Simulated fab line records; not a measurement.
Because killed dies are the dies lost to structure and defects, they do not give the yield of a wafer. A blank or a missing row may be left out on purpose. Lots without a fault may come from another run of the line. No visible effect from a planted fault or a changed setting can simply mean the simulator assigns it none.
Comparing a struck lot with a sound one | flow nand-harc | 13 steps out of a route of 1302
Sound: the wafers L206.1, L206.3, L206.5. Wafers struck: L217.1, L217.4, L217.6. The cause comes at the end.
For every step that has rows: the tool of each side, followed by ch and its chambers, followed by its first start. Under that, the readings that differ: sound wafers | struck wafers | difference of the means | sigmas: that difference in standard deviations of wafers without a fault.
alike: readings with means less than 2 such deviations apart, plus words and numbers identical on both sides. not compared: withheld readings, readings lacking a value on some wafer, bounds such as >300 that could conceal the same value, and numbers that have no deviation in the record and whose values overlap.
The two part at a step that has a row with sigmas, a row that says differs or no value, or rows on one side only. Numbers that have no deviation but don't overlap get no sigmas and don't part them. Lack of a reading on every wafer of one side parts them only where that side has two or more wafers.

first, 1 step without rows for these wafers: NHARC_A_ONON_D1_DEP_12 (target thk 1000 nm).
NHARC_A_ONON_D1_THK_MEAS_14: measures by ellipsometry.
  sound on film-metro-01 at day 9 15:08; struck on film-metro-01 at day 13 22:43
  alike: thk-nm
then, 2 steps without rows for these wafers: NHARC_A_ONON_D1_ANNEAL_15 (time 3600 s); NHARC_A_ONON_D1_DEP_16 (target thk 1000 nm).
NHARC_A_ONON_D1_THK_MEAS_18: measures by ellipsometry.
  sound on film-metro-02 at day 9 22:55; struck on film-metro-02 at day 14 06:32
  alike: thk-nm
after that, 1 step with no rows for these wafers: NHARC_A_ONON_D1_DEP_19 (target thk 1000 nm).
NHARC_A_ONON_D1_THK_MEAS_21: measures by ellipsometry.
  sound on film-metro-02 at day 9 23:29; struck on film-metro-01 at day 14 07:06
  alike: thk-nm
after that, 1 step with no rows for these wafers: NHARC_A_ONON_D1_DEP_22 (target thk 1000 nm).
NHARC_A_ONON_D1_THK_MEAS_24: measures by ellipsometry.
  sound on film-metro-01 at day 10 00:02; struck on film-metro-01 at day 14 07:40
  alike: thk-nm
after that, 1 step with no rows for these wafers: NHARC_A_ONON_D1_DEP_25 (target thk 1000 nm).
NHARC_A_ONON_D1_THK_MEAS_27: measures by ellipsometry.
  sound on film-metro-01 at day 10 00:37; struck on film-metro-01 at day 14 08:14
  reading     | sound          | struck      | difference | sigmas
  thk-nm (nm) | 1029 1028 1028 | 978 977 979 | -50        | -4
NHARC_A_ONON_D1_DEP_28: target thk 1000 nm.
  sound on pecvd-onon-03 ch 0, day 10 00:40; struck on pecvd-onon-03 ch 0, day 14 08:17
NHARC_A_ONON_D1_THK_MEAS_30: measures by ellipsometry.
  sound on film-metro-02 at day 10 01:10; struck on film-metro-02 at day 14 08:58
  reading     | sound        | struck         | difference | sigmas
  thk-nm (nm) | 998 998 1000 | 1525 1523 1524 | +525       | +48
  not compared: hold

## WHERE THEY PART
Last at NHARC_A_ONON_D1_THK_MEAS_30 as far as this record goes, first at NHARC_A_ONON_D1_THK_MEAS_27.

WHY: what the simulator had put in
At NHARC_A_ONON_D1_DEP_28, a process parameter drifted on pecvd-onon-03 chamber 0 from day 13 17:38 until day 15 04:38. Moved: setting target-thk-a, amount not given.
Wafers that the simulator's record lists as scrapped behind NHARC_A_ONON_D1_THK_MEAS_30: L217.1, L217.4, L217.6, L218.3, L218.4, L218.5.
